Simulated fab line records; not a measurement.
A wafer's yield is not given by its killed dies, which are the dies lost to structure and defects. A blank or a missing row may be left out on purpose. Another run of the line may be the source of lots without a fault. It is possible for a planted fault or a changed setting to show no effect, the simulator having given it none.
Comparing a struck lot with a sound one / flow n5Finfet / 42 steps out of a route of 1938
Sound: wafers L183.1, L183.4, L183.5. Wafers L197.2, L197.3, L197.5 were the ones struck. The cause is named last.
Order at every step that has rows: each side's tool, ch and its chambers, its first start. Under that, the readings that differ: sound wafers / struck wafers / difference of the means / sigmas: that difference in standard deviations of wafers without a fault.
alike: readings with means less than 2 such deviations apart, plus words and numbers identical on both sides. not compared: withheld readings, readings lacking a value on some wafer, bounds such as >300 that could conceal the same value, and numbers that have no deviation in the record and whose values overlap.
A row with sigmas, a row that says differs or no value, or rows on one side alone: a step with any of these is where the two part. Numbers that don't overlap but have no deviation are shown without sigmas and don't part them. A reading missing from all wafers of one side parts the sides only when that side holds two or more wafers.

first, 2 steps without rows for these wafers: N5_BEOL_M3_ETCH_41 (etches SiCN in CH3F/O2, target depth 29.9 nm, time 52.5 s); N5_BEOL_M3_STRIP_97 (strips in N2/H2, time 10 s).
N5_BEOL_M3_OCD_MEAS_38:
  sound on ocd-02, day 7 12:15; struck on ocd-02, day 11 13:00
  alike: trenchDepthNm
then, 4 steps without rows for these wafers: N5_BEOL_M3_HM_STRIP_39 (strips TiN in peroxide tin strip, target depth 25 nm, time 158 s); N5_BEOL_M3_SRD_40 (time 30 s); N5_BEOL_M3_PRECLEAN_42 (cleans in residue remover, time 60 s); N5_BEOL_M3_SRD_43 (time 30 s).
N5_BEOL_M3_CD_MEAS_35: target cd 18 nm, target cd y 21 nm.
  sound on cdSem-02, day 7 12:24; struck on cdSem-03, day 11 13:10
  alike: cdNm
N5_BEOL_M3_DEGAS_44: time 60 s.
  sound on pvdSputter-03, day 7 12:47; struck on pvdSputter-02, day 11 13:27
  alike: heaterPowerW
then, 3 steps without rows for these wafers: N5_BEOL_M3_PRE_CLEAN_45 (time 30 s); N5_BEOL_M3_ALD_84 (deposits TaN, pulse time 2 s, purge time 3 s, co reactant purge time 2 s); N5_BEOL_M3_SURFACE_TREAT_85.
N5_BEOL_M3_CVD_47: deposits Co from CCTBA/H2, target thk 3 nm, time 223.8 s.
  sound on cvdCo-01 ch 0,2, day 7 13:34; struck on cvdCo-01 ch 0,1,2, day 11 13:52
  not compared: sinceWetCleanH
then, 1 step without rows for these wafers: N5_BEOL_M3_SPUTTER_48 (material Cu, target thk 4.5 nm, time 8.29 s).
N5_BEOL_M3_ANNEAL_49: time 240 s.
  sound on pvdSputter-02, day 7 15:13; struck on pvdSputter-03, day 11 14:07
  alike: heaterPowerW
then, 3 steps without rows for these wafers: N5_BEOL_M3_SPUTTER_79 (material Cu, target thk 4.5 nm, time 8.29 s); N5_BEOL_M3_ANNEAL_80 (time 240 s); N5_BEOL_M3_SPUTTER_81 (material Cu, target thk 4.5 nm, time 8.29 s).
N5_BEOL_M3_ANNEAL_82: time 240 s.
  sound on pvdSputter-02, day 7 15:40; struck on pvdSputter-03, day 11 14:33
  alike: heaterPowerW
then, 1 step without rows for these wafers: N5_BEOL_M3_SPUTTER_86 (material Cu, target thk 4.5 nm, time 8.29 s).
N5_BEOL_M3_ANNEAL_87: time 240 s.
  sound on pvdSputter-02, day 7 15:53; struck on pvdSputter-03, day 11 14:46
  alike: heaterPowerW
then, 12 steps without rows for these wafers: N5_BEOL_M3_SPUTTER_88 (material Cu, target thk 4.5 nm, time 8.29 s); N5_BEOL_M3_ANNEAL_89 (time 240 s); N5_BEOL_M3_SPUTTER_90 (material Cu, target thk 4.5 nm, time 8.29 s); N5_BEOL_M3_ANNEAL_91 (time 240 s); N5_BEOL_M3_SPUTTER_92 (material Cu, target thk 4.5 nm, time 8.29 s); N5_BEOL_M3_ANNEAL_93 (time 240 s); N5_BEOL_M3_SPUTTER_94 (material Cu, target thk 4.5 nm, time 8.29 s); N5_BEOL_M3_ANNEAL_95 (time 240 s); N5_BEOL_M3_SPUTTER_96 (material Cu, target thk 4.5 nm, time 8.29 s); N5_BEOL_M3_ECD_50 (material Cu, target thk 300 nm); N5_BEOL_M3_ANNEAL_51 (time 90 s); N5_BEOL_M3_CMP_52 (polishes, stops on SiOC, t overpolish 6.8 s, target thk 40 nm).
N5_BEOL_M3_THK_MEAS_53: measures by xrf.
  sound on filmMetro-01, day 7 17:44; struck on filmMetro-02, day 11 17:28
  alike: M3_THK
then, 1 step without rows for these wafers: N5_BEOL_M3_PRE_CLEAN_60 (time 15 s).
N5_BEOL_M3_CO_CAP_55: material Co, precursor CCTBA/H2, target thk 2 nm, time 102.1 s.
  sound on cvdCo-02 ch 1,2, day 7 17:49; struck on cvdCo-01 ch 1,2, day 11 17:33
reading=heaterPowerW (W); sound=253 243 272; struck=221 214 222; difference=-37; sigmas=-2
  not compared: sinceWetCleanH
then, 2 steps without rows for these wafers: N5_BEOL_M3_PRE_CLEAN_56 (time 15 s); N5_BEOL_M3_DEP_57 (deposits SiCN from 3MS/NH3, target thk 8 nm, time 14 s).
N5_BEOL_M3_RS_MEAS_58: the measuring method here is four-point-probe.
  sound on filmMetro-01, day 7 18:01; struck on filmMetro-02, day 11 17:44
  alike: M3_RS
then, 1 step without rows for these wafers: N5_BEOL_M4_ILD_DEP_00 (deposits SiOC from DEMS/O2, target thk 79 nm, time 15.3 s).
N5_BEOL_M4_THK_MEAS_01:
  sound on filmMetro-02, day 7 18:08; struck on filmMetro-01, day 11 17:53
  alike: M4_ILD_THK
-- the record jumps here: 5 days lie between the struck wafers' starts before and after (it left off in module BEOL_M4 and takes up again in module PASSIVATION, whose first step shown is number 1936 of the route) --
N5_PASSIVATION_PROBE_49:
  only the struck wafers here have rows in the record (prober-02, day 16 10:41); the sound ones have none

## WHERE THEY PART
Last at N5_PASSIVATION_PROBE_49 as far as this record goes, first at N5_BEOL_M3_CO_CAP_55.

WHY: what had been put in by the simulator
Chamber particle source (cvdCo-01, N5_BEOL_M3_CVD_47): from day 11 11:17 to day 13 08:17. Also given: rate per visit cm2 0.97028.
